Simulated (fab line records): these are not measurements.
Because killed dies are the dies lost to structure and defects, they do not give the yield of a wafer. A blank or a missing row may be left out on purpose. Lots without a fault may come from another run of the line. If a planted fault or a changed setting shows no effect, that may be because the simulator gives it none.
Matching of chambers | flow n5 finfet | 3 sister chambers for N5_BEOL_M6_CURE_75 on uv cure-01
The step cures SiCOH lowk, time 120 s. 6 wafers are shown with their chamber, then 8 later ones without.

== WAFERS WITH THEIR CHAMBER ==
wafer  | chamber | wafer_temp_C_max | lamp power pct (%)
L897.4 | 0       | 373.1            | 52.23
L897.6 | 0       | 371.8            | 52.29
L901.5 | 2       | 371.8            | 52.26
L901.6 | 2       | 372.1            | 52.27
L904.4 | 1       | 371.0            | 52.37
L909.2 | 1       | 370.4            | 52.33

== WAFERS WITHOUT THEIR CHAMBER ==
wafer  | wafer_temp_C_max | lamp power pct (%)
L909.4 | 371.3            | 52.36
L909.5 | 370.9            | 52.31
L913.2 | 371.8            | 52.33
L913.3 | 372.3            | 52.26
L913.5 | 372.6            | 52.26
L914.2 | 372.7            | 52.34
L914.4 | 372.8            | 52.34
L914.6 | 372.6            | 52.33

== WHICH CHAMBER EACH ONE RAN IN ==
wafer  | from the rows above          | in truth
L909.4 | 1                            | 1
L909.5 | can't be placed: 1 or 2 or 0 | 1
L913.2 | can't be placed: 1 or 2 or 0 | 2
L913.3 | can't be placed: 0 or 2      | 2
L913.5 | can't be placed: 0 or 2      | 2
L914.2 | can't be placed: 0 or 2 or 1 | 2
L914.4 | can't be placed: 0 or 2 or 1 | 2
L914.6 | can't be placed: 0 or 2 or 1 | 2
Correct placement for 1 of the 8. Not placeable from these rows: 7 (in 7, the candidates include the true chamber). Placed wrongly: 0.
How it was worked out, from the rows above alone: a wafer's distance from a chamber is the root of the sum, over the readings, of the square of ((its reading less the chamber's mean) divided by the reading's scatter). If the next closest chamber is less than 2 further off than the closest, the wafer can't be placed; otherwise it belongs to the closest. Each chamber's mean is taken over the wafers shown for it. The scatter is the square root of a quotient: the sum, over the shown wafers, of each reading's squared deviation from its chamber's mean, divided by wafers minus chambers.
